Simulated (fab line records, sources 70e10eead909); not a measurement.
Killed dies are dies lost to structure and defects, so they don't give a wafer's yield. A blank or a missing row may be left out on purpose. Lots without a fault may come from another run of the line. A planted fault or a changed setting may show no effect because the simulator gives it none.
fab line records | flow nand_harc
record lots=10 wafers=29 last_day=24
route steps=1159 shown A_SGD_CUT@762 END@1159
lots that met no fault: from a run of the same line without faults
start_h: hours from the record's first day to the start of the lot's first wafer shown | wait_h: hours since the lot's step before | " the same as in the row above | L1.1+2: a row that stands for several wafers | - no value, or no start given | * or withheld: withheld | < > ~ a bound
route shown NAME@n: a module of which the file shows steps, and the number in the route of the first | usual: mean/standard deviation of fault-free wafers | same: alike in all rows | chamber/n: place in a boat | sites: the reading at each site | _std_site: their standard deviation | _edge_site: outer sites' mean less inner sites' | radius_mm: how far each site lies from the wafer's centre | mask NAME#n: copy n | behind: the tool/chamber that last shaped the wafer | hold: why the lot was held/for how many hours/how that ended | device: the transistor (n, p or np) that didn't switch | end of line: the same wafers' tests at the end of the route | a step without rows: its recipe alone | killed: dies lost to structure and defects at the first sort, not the wafer's yield | map: a wafer's dies, x killed, . not, _ none there
set.NAME: the setting as run; set.NAME@STEP: as run at that earlier step | model.NAME: the simulator's own value behind a step, which no gauge read
steps of the route over a sample of lots; a table a step, a row a wafer
services: from which hour (start_h, from the record's first day; less than 0 if before it) a tool's chamber was out of use, for how many hours, and why
## steps
# step NHARC_A_SGD_CUT_ETCH_58
# recipe target_depth_a=390 over_etch_frac=0.3 time_s=65 ion_energy_ev=80 cf4_flow_sccm=150 ar_flow_sccm=0 rf_w=300 bias_w=100 chemistry=CF4
# usual chamber_pressure_mTorr=50.00/0.045 drypump_motor_current_A=5.6/0.49 oes_product_au=0.997/0.016 rf_fwd_power_W=297.0/1.1 rf_vpp_V=151.6/1 run_length_s=86.3/0.5 showerhead_plenum_p_Torr=1.80/0.055 throttle_valve_pct=13.284/0.0089
# columns lot.wafer tool chamber start_h wait_h chamber_pressure_mTorr drypump_motor_current_A oes_product_au rf_fwd_power_W rf_hours_counter_h rf_vpp_V run_length_s showerhead_plenum_p_Torr throttle_valve_pct
L402.2 rie_diel-02 2 292.30 0.1 49.99 6.2 0.992 297.0 14 151.5 85.7 1.81 13.284
L402.4 " 0 " " 49.97 5.9 1.028 296.2 14 149.6 86.3 1.70 13.275
L402.6 " 3 " " 50.02 5.5 0.987 297.6 - 154.5 85.9 1.88 13.284
L404.1 rie_diel-04 0 319.30 0.1 49.97 6.1 0.999 297.4 1 153.4 86.1 1.81 13.271
L404.2 " 2 " " 49.96 4.8 1.008 296.2 1 151.5 85.8 1.81 13.287
L404.6 " 1 " " 50.01 5.2 0.985 297.7 - 149.6 86.8 1.73 13.280
L403.3 rie_diel-04 2 319.67 0.1 49.98 4.9 0.998 294.6 2 152.5 85.8 1.81 13.279
L403.1 " 3 " " 49.98 5.3 0.980 298.6 2 151.8 86.7 1.82 13.270
L403.6 " 2 " " 49.97 4.8 1.006 297.0 - 151.7 86.5 1.81 13.276
L407.4 rie_diel-01 1 328.13 0.1 50.00 6.3 0.972 297.1 0 152.5 87.9 1.88 13.294
L407.1 " 2 " " 50.01 6.5 0.985 296.0 0 151.5 86.2 1.80 13.285
L407.6 " 3 " " 50.07 5.5 1.000 296.3 - 150.4 85.8 1.72 13.292
L405.2 rie_diel-04 1 328.34 0.1 49.94 5.2 0.975 297.5 3 152.4 87.3 1.73 13.282
L405.4 " 3 " " 49.94 5.3 0.988 298.1 - 151.8 86.9 1.82 13.293
L405.5 " 1 " " 50.00 5.2 0.980 297.5 - 150.3 86.6 1.73 13.287
L412.2 rie_diel-02 3 363.61 0.1 49.96 5.5 0.999 297.9 3 153.9 85.9 1.88 13.281
L412.3 " 0 " " 50.03 5.9 1.015 297.1 2 150.9 86.4 1.69 13.286
L412.5 " 2 " " 50.07 6.2 1.000 298.1 - 150.9 86.1 1.80 13.278
L416.3 rie_diel-02 3 397.31 0.1 50.00 5.5 0.992 - 7 151.7 66.6 1.88 13.284
L416.1 " 1 " " 50.06 5.0 1.004 299.7 7 153.4 86.5 1.81 13.279
L416.6 " 3 " " 50.07 5.5 0.995 295.6 - 152.5 86.0 1.88 13.287
L418.4 rie_diel-02 2 406.83 0.1 50.01 6.2 0.987 - 8 151.9 66.2 1.80 13.281
L418.2 " 3 " " 50.00 5.5 0.982 297.0 8 152.7 85.9 1.88 13.282
L421.1 rie_diel-01 3 432.40 0.1 49.99 5.4 1.003 297.4 9 150.1 86.2 1.72 13.290
L421.2 " 0 " " 50.04 6.0 0.958 298.1 9 151.8 85.9 1.81 13.296
L421.6 " 3 " " 50.00 5.4 1.001 296.1 - 151.5 86.5 1.72 13.282
L424.1 rie_diel-04 3 439.06 0.2 50.08 5.3 0.994 299.3 17 151.4 87.1 1.81 13.272
L424.4 " 1 " " 49.99 5.2 0.978 296.8 - 150.8 87.0 1.73 13.283
L424.5 " 3 " " 50.00 5.3 1.002 298.6 - 150.0 86.5 1.81 13.298
# step NHARC_A_SGD_CUT_ETCH_59
# recipe target_depth_a=2600 over_etch_frac=0.25 time_s=406.25 ion_energy_ev=200 n2_flow_sccm=150 h2_flow_sccm=150 ar_flow_sccm=0 rf_w=400 bias_w=150 chemistry=N2/H2
# usual chamber_pressure_mTorr=30.001/0.03 drypump_motor_current_A=5.6/0.49 oes_product_au=0.995/0.013 rf_fwd_power_W=399.3/1.2 rf_vpp_V=431.7/2.2 run_length_s=427.6/0.49 showerhead_plenum_p_Torr=2.08/0.071 throttle_valve_pct=14.172/0.0093
# columns lot.wafer tool chamber start_h wait_h chamber_pressure_mTorr drypump_motor_current_A oes_product_au rf_fwd_power_W rf_hours_counter_h rf_vpp_V run_length_s showerhead_plenum_p_Torr throttle_valve_pct
L402.4 rie_diel-02 2 - - 30.050 6.2 0.985 402.1 14 431.2 426.8 2.09 14.180
L402.2 " 0 " " 30.031 5.9 1.008 398.9 14 428.6 427.4 1.95 14.174
L402.6 " 2 " " 30.006 6.2 1.000 401.5 - 431.7 427.2 2.09 14.174
L404.1 rie_diel-04 2 - - 30.020 4.8 1.000 399.3 1 432.8 427.1 2.10 14.176
L404.2 " 1 " " 30.036 5.2 0.973 399.0 1 428.5 427.9 2.00 14.181
L404.6 " 2 " " 30.017 4.9 1.001 399.1 - 431.9 427.1 2.10 14.157
L403.3 rie_diel-04 2 - - 29.970 4.9 0.997 399.0 2 433.4 427.3 2.10 14.164
L403.1 " 0 " " 30.000 6.0 1.003 398.2 2 432.5 427.8 2.09 14.165
L403.6 " 2 " " 29.987 4.9 1.004 397.8 - 433.1 427.2 2.10 14.161
L407.1 rie_diel-01 0 - - 29.963 6.0 0.951 401.1 0 431.7 427.0 2.10 14.145
L407.4 " 1 " " 30.022 6.3 0.995 400.5 0 435.6 428.4 2.18 14.174
L407.6 " 2 " " 29.981 6.5 1.004 399.2 - 430.6 427.4 2.08 14.168
L405.2 rie_diel-04 3 - - 30.013 5.3 0.984 401.1 3 432.1 428.4 2.10 14.178
L405.5 " 3 " " 30.033 5.3 0.995 400.6 - 432.4 428.0 2.10 14.174
L405.4 " 1 " " 30.013 5.3 0.985 400.3 - 428.2 428.0 2.00 14.187
L412.3 rie_diel-02 0 - - 29.988 5.9 1.022 397.3 2 426.5 427.7 1.94 14.172
L412.2 " 1 " " 30.007 5.0 1.013 399.7 2 432.9 427.7 2.09 14.163
L412.5 " 0 " " 29.980 5.9 1.016 397.8 - 428.7 427.2 1.94 14.186
L416.1 rie_diel-02 2 - - 29.973 6.2 0.993 399.0 7 431.7 426.7 2.08 14.171
L416.3 " 3 " " 29.979 5.5 0.997 397.4 7 433.0 427.4 2.18 14.177
L416.6 " 2 " " 29.961 6.2 0.991 397.7 - 432.1 427.4 2.08 14.172
L418.4 rie_diel-02 0 - - 29.988 5.9 1.009 398.4 6 427.4 427.4 1.94 14.164
L418.2 " 1 " " 30.041 5.0 0.997 398.5 8 430.3 428.0 2.09 14.169
L421.1 rie_diel-01 0 - - 29.997 6.0 0.962 400.6 9 433.9 427.2 2.09 14.177
L421.2 " 1 " " 30.045 6.3 0.984 399.4 8 434.7 428.8 2.17 14.169
L421.6 " 2 " " 30.003 6.5 0.995 397.5 - 432.8 427.2 2.07 14.162
L424.1 rie_diel-04 1 - - 30.015 5.2 0.975 399.2 11 429.2 427.8 1.99 14.156
L424.5 " 3 " " 30.040 5.3 0.982 399.5 - 432.0 428.6 2.09 14.158
L424.4 " 1 " " 29.990 5.3 0.979 399.6 - 429.6 427.8 1.99 14.166
# step NHARC_A_SGD_CUT_ETCH_15
# recipe target_depth_a=750 time_s=64.3 ch3f_flow_sccm=50 o2_flow_sccm=30 ar_flow_sccm=200 rf_w=500 bias_w=100 chemistry=CH3F/O2
# usual ch3f_flow_sccm=50.00/0.15 chamber_pressure_mTorr=25.000/0.021 drypump_motor_current_A=5.6/0.49 oes_product_au=0.960/0.018 rf_fwd_power_W=495.1/1.7 rf_vpp_V=264.5/1.5 run_length_s=85.6/0.51 showerhead_plenum_p_Torr=2.50/0.079 throttle_valve_pct=20.663/0.0089
# columns lot.wafer tool chamber start_h wait_h ch3f_flow_sccm chamber_pressure_mTorr drypump_motor_current_A oes_product_au rf_fwd_power_W rf_hours_counter_h rf_vpp_V run_length_s showerhead_plenum_p_Torr throttle_valve_pct
L402.2 rie_diel-02 1 - - 50.13 25.027 5.0 0.961 496.4 14 265.4 86.4 2.52 20.660
L402.4 " 3 " " 50.14 24.997 5.5 0.978 493.9 16 266.1 85.4 2.62 20.690
L402.6 " 1 " " 50.11 25.026 5.0 0.947 497.0 - 265.4 85.8 2.52 20.654
L404.2 rie_diel-04 3 - - 50.25 25.005 5.3 0.954 495.2 2 265.6 85.9 2.53 20.659
L404.1 " 0 " " 49.93 25.019 6.0 0.966 491.8 2 265.5 85.7 2.51 20.664
L404.6 " 3 " " 50.20 24.998 5.3 0.948 497.1 - 264.9 86.2 2.53 20.666
L403.3 rie_diel-04 3 - - 49.96 25.016 5.3 0.960 495.5 2 264.3 86.2 2.53 20.653
L403.1 " 2 " " 49.86 25.022 4.9 0.963 491.4 2 264.4 85.5 2.52 20.642
L403.6 " 0 " " 50.21 24.985 6.0 0.967 494.3 - 266.1 85.3 2.51 20.664
L407.1 rie_diel-01 3 - - 50.07 24.992 5.4 0.970 494.9 1 262.6 85.3 2.40 20.666
L407.4 " 0 " " 50.07 24.974 6.0 0.919 492.6 0 264.6 85.0 2.52 20.661
L407.6 " 1 " " 50.03 24.979 6.3 0.969 494.7 - 264.8 86.3 2.62 20.677
L405.2 rie_diel-04 2 - - 49.95 25.026 4.9 0.953 493.6 3 266.2 85.5 2.52 20.659
L405.4 " 3 " " 50.25 24.991 5.4 0.925 496.2 - 264.1 86.2 2.53 20.656
L405.5 " 2 " " 49.76 24.961 4.8 0.947 494.6 - 265.5 85.2 2.52 20.672
L412.2 rie_diel-02 3 - - 49.97 25.012 5.5 0.926 496.2 3 265.5 85.7 2.62 20.668
L412.3 " 1 " " 49.98 25.008 5.0 0.948 496.3 2 263.9 86.3 2.52 20.650
L412.5 " 2 " " 50.11 25.020 6.2 0.933 497.5 - 263.4 85.1 2.51 20.662
L416.1 rie_diel-02 1 - - 50.23 24.969 5.0 0.960 498.7 7 264.3 85.7 2.52 20.652
L416.3 " 2 " " 50.04 25.005 6.2 0.933 494.1 7 264.3 85.0 2.51 20.681
L416.6 " 1 " " 50.02 24.973 5.0 0.954 494.0 - 264.0 86.4 2.52 20.667
L418.2 rie_diel-02 0 - - 49.99 24.999 5.9 0.985 496.4 6 261.6 85.3 2.35 20.667
L418.4 " 2 " " 50.07 25.015 6.2 0.966 500.1 8 265.2 84.9 2.51 20.680
L421.1 rie_diel-01 1 - - 49.90 24.991 6.3 0.944 496.5 8 267.3 86.4 2.61 20.653
L421.2 " 2 " " 49.93 25.011 6.5 0.941 495.9 9 263.9 85.5 2.50 20.654
L421.6 " 0 " " 49.87 25.015 6.0 0.945 495.5 - 264.4 85.5 2.52 20.658
L424.1 rie_diel-04 3 - - 49.88 24.983 5.3 0.927 493.3 17 265.7 86.0 2.52 20.660
L424.4 " 1 " " 49.69 24.978 5.3 0.977 495.3 - 263.2 86.0 2.40 20.673
L424.5 " 3 " " 49.79 24.996 5.3 0.931 496.4 - 264.6 86.4 2.52 20.666
# step NHARC_A_SGD_CUT_STRIP_28
# recipe time_s=20 o2_flow_sccm=500 ar_flow_sccm=0 bias_w=0 chemistry=O2
# usual chamber_pressure_mTorr=60.01/0.057 drypump_motor_current_A=5.8/0.49 oes_product_au=0.995/0.015 rf_vpp_V=57.8/0.83 showerhead_plenum_p_Torr=3.59/0.1 throttle_valve_pct=17.036/0.0088
# columns lot.wafer tool chamber start_h wait_h chamber_pressure_mTorr drypump_motor_current_A oes_product_au rf_hours_counter_h rf_vpp_V showerhead_plenum_p_Torr throttle_valve_pct
L402.2 rie_diel-02 2 - - 60.00 6.2 1.002 15 57.4 3.60 17.036
L402.4 " 0 " " 59.91 5.9 1.020 15 57.6 3.38 17.028
L402.6 " 1 " " 59.92 5.0 0.981 - 58.5 3.62 17.035
L403.3 rie_diel-01 0 - - 60.05 6.0 0.960 0 57.4 3.62 17.058
L403.1 " 1 " " 59.91 6.3 0.975 0 57.7 3.75 17.037
L403.6 " 0 " " 60.03 6.0 0.951 - 57.8 3.62 17.032
L404.1 rie_diel-01 2 - - 60.01 6.5 0.994 0 57.4 3.58 17.043
L404.2 " 3 " " 60.04 5.4 1.005 0 57.6 3.44 17.037
L404.6 " 1 " " 59.97 6.3 0.986 - 56.7 3.74 17.036
L405.4 rie_diel-01 2 - - 60.08 6.5 0.994 1 58.3 3.58 17.040
L405.2 " 3 " " 60.01 5.5 1.007 1 56.2 3.44 17.045
L405.5 " 0 " " 59.99 6.0 0.962 - 57.7 3.62 17.035
L407.1 rie_diel-04 3 335.34 0.1 60.20 5.3 0.989 4 59.2 3.62 17.015
L407.6 " 1 " " 60.06 5.3 0.988 - 56.0 3.46 17.042
L407.4 " 2 " " 59.98 4.9 1.001 - 58.4 3.62 17.039
L412.2 rie_diel-04 0 - - 60.02 6.0 1.003 6 56.7 3.60 17.061
L412.3 " 2 " " 59.97 4.8 1.011 9 58.4 3.61 17.040
L412.5 " 3 " " 59.99 5.3 0.981 - 58.4 3.62 17.047
L416.1 rie_diel-02 2 - - 59.97 6.2 0.999 8 58.9 3.60 17.038
L416.3 " 3 " " 59.98 5.5 0.993 8 59.0 3.75 17.036
L416.6 " 2 " " 60.03 6.2 1.002 - 57.8 3.60 17.023
L418.2 rie_diel-01 3 - - 59.97 5.4 1.010 9 57.0 3.44 17.041
L418.4 " 1 " " 60.06 6.3 0.986 8 58.8 3.74 17.034
L421.1 rie_diel-01 0 - - 60.05 6.0 0.972 10 57.8 3.61 17.026
L421.2 " 1 " " 59.99 6.3 0.992 9 58.2 3.74 17.029
L421.6 " 1 " " 60.01 6.3 0.994 - 57.6 3.74 17.018
L424.1 rie_diel-01 2 - - 59.98 6.5 0.988 10 58.2 3.58 17.037
L424.4 " 3 " " 59.86 5.4 1.007 10 57.2 3.43 17.038
L424.5 " 3 " " 60.08 5.4 0.997 - 56.7 3.43 17.020
# step NHARC_END_SORT_01
# recipe temp_c=25
# usual killed_at_array=25/7.8 killed_at_other=0.6/0.81 killed_at_periphery=3.3/2.2 killed_dies=29/8.2 killed_open=3.5/1.9 killed_short=1.8/1.3
# same gross_dies=677
# columns lot.wafer tool chamber start_h wait_h killed_at_array killed_at_other killed_at_periphery killed_dies killed_open killed_short
L416.1 prober-01 0 531.28 2.5 14 3 1 18 4 0
L416.3 prober-01 0 532.86 3.1 582 0 2 584 1 2
L416.6 prober-01 0 535.23 4.0 14 2 3 19 3 2
L418.2 prober-01 0 547.71 2.8 29 1 3 33 6 0
L418.4 prober-01 0 549.32 3.4 578 1 4 583 5 4
# killed by level:class
L416.1 A_CONTACT:chamber_film_flake=5 A_CHANNEL_HOLE_D1:chamber_film_flake=4 THIN_TSV:chamber_film_flake=3 A_BLC:geometric_particle:open=2 A_WL_FILL:geometric_particle:open=1 A_CONTACT:geometric_particle:open=1 P_GATE:chamber_film_flake=1 A_STAIRCASE:chamber_film_flake=1
L416.3 A_SGD_CUT:area_etch=564 A_CHANNEL_HOLE_D1:chamber_film_flake=8 A_CONTACT:chamber_film_flake=7 P_GATE:geometric_particle:short=1 P_M1:geometric_particle:open=1 A_M1:geometric_particle:short=1 A_ZERO_WELL:chamber_film_flake=1 A_SLIT:chamber_film_flake=1
L416.6 A_CHANNEL_HOLE_D1:chamber_film_flake=6 A_CONTACT:chamber_film_flake=4 THIN_TSV:chamber_film_flake=2 P_M0:geometric_particle:open=1 P_M0:geometric_particle:short=1 A_SGD_CUT:geometric_particle:open=1 A_WL_FILL:geometric_particle:short=1 A_CONTACT:geometric_particle:open=1
L418.2 A_SLIT:chamber_film_flake=14 A_CHANNEL_HOLE_D1:chamber_film_flake=6 A_CONTACT:geometric_particle:open=3 P_ZERO_WELL:chamber_film_flake=3 A_CHANNEL_FILL_D1:geometric_particle:open=2 A_WL_FILL:geometric_particle:open=1 A_WL_FILL:chamber_film_flake=1 A_CONTACT:chamber_film_flake=1
L418.4 A_SGD_CUT:area_etch=551 A_SLIT:chamber_film_flake=11 A_CHANNEL_HOLE_D1:chamber_film_flake=5 A_CONTACT:geometric_particle:open=2 A_CONTACT:chamber_film_flake=2 A_M0:chamber_film_flake=2 P_CONTACT:geometric_particle:short=1 P_CONTACT:geometric_particle:open=1
## services
# columns tool chamber start_h hours kind
rie_diel-02 2 277.86 7.2 repair
rie_diel-01 3 283.11 7.3 repair
rie_diel-04 - 289.00 9.0 pm
rie_diel-04 0 289.00 9.0 vent_cycle
rie_diel-04 1 289.00 9.0 vent_cycle
rie_diel-04 2 289.00 9.0 vent_cycle
rie_diel-04 3 289.00 9.0 vent_cycle
rie_diel-04 0 298.00 - clean
rie_diel-04 1 298.00 - clean
rie_diel-04 2 298.00 - clean
rie_diel-04 3 298.00 - clean
rie_diel-04 1 300.78 5.4 repair
rie_diel-01 - 314.80 9.0 pm
rie_diel-04 0 322.50 - clean
rie_diel-04 1 322.50 - clean
rie_diel-01 - 324.20 1.0 repair
rie_diel-04 0 324.52 15.0 repair
rie_diel-02 - 327.88 9.0 pm
rie_diel-04 1 337.27 34.0 repair
rie_diel-02 0 363.97 4.9 repair
rie_diel-04 - 365.20 0.1 repair
rie_diel-04 0 435.65 15.3 repair
rie_diel-04 1 436.70 2.2 repair
rie_diel-01 3 439.60 5.3 repair
## key
first_sign step=NHARC_A_SGD_CUT_ETCH_58 reading=run_length_s direction=down sigmas=40 usual=* struck=*
effect step=NHARC_END_SORT_01 reading=killed_at_array direction=up sigmas=71 usual=25 struck=580
more_kills_born_at NHARC_A_SGD_CUT_ETCH_58@rie_diel-02=1115
met_at NHARC_A_SGD_CUT_ETCH_58
struck_lots L416,L418
struck_wafers L416.3,L418.4
later_rows_left_out L416.3,L418.4
tester_left_out L416,L418
not_acting_at NHARC_A_SGD_CUT_ETCH_59,NHARC_A_SGD_CUT_ETCH_15,NHARC_A_SGD_CUT_STRIP_28
onset_between 363.61 397.31
fault kind=process_parameter_drift tool=rie_diel-02 chamber=- onset_h=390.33 steps=NHARC_A_SGD_CUT_ETCH_58 channel=time_s offset=* shape=step end_h=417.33 scope=struck_wafers_only acts_in=* stated=*
# tester_left_out: of these lots the tester's yield and bins aren't shown, on N5 and GAA mostly nor the transistor test; their killed dies are dies lost to structure and defects alone, not to doping, threshold or leakage, so they don't give the yield
# later_rows_left_out: the simulator's readings of these wafers behind a module that went badly wrong aren't trusted and aren't shown, but for the sort
